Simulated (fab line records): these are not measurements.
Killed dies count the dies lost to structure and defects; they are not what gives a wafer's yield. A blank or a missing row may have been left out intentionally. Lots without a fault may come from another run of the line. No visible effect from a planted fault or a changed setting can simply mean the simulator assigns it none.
Which tool did it?    flow n5-finfet    route of 1938 steps, sampled at 1 step: 11 lots, 30 wafers

WHAT THE GAUGES SHOWED, per wafer
N5_MIM_BOT_LITHO_INSPECT_12: inspects for defects (macro).
lot   measured      on                 raw-defect-count
L253  day 13 00:54  defect-inspect-01  2 1 1
L255  day 13 03:49  defect-inspect-02  0 3 1
L254  day 13 08:13  defect-inspect-02  1 3 1
L258  day 13 16:52  defect-inspect-01  1 2 1
L260  day 13 22:40  defect-inspect-01  0 1
L259  day 14 09:58  defect-inspect-02  3 3 1
L265  day 15 08:44  defect-inspect-02  2 2 1
L268  day 16 13:31  defect-inspect-01  1 1
L272  day 17 17:31  defect-inspect-01  3 1 3
L274  day 18 01:42  defect-inspect-01  0 1 1
L273  day 19 04:06  defect-inspect-02  4 4

EACH LOT AND THE TOOL THAT RAN IT (in order: tool; ch and the chambers of the sampled wafers; start)
The record shows no process step preceding these readings.

THE ANSWER, worked out from the rows above alone
Rule: the usual values come from the lots themselves. Put in order of their means at a reading, lots are off if they are a third of the lots or fewer, leave a main group of 4 or more, and stand apart from it by a gap of 3 or more times the standard deviation of the main group's means; of several such gaps the widest counts. A main group is skipped when, at the precision printed for the reading in the tables above, its means are all equal. Also off: a lot with no number at a reading for which 4 or more lots have one. Any other lot the step has rows for is counted as sound.
Nothing can be told from this: no lot is off at any reading shown.

WHAT THE SIMULATOR HAD PUT IN
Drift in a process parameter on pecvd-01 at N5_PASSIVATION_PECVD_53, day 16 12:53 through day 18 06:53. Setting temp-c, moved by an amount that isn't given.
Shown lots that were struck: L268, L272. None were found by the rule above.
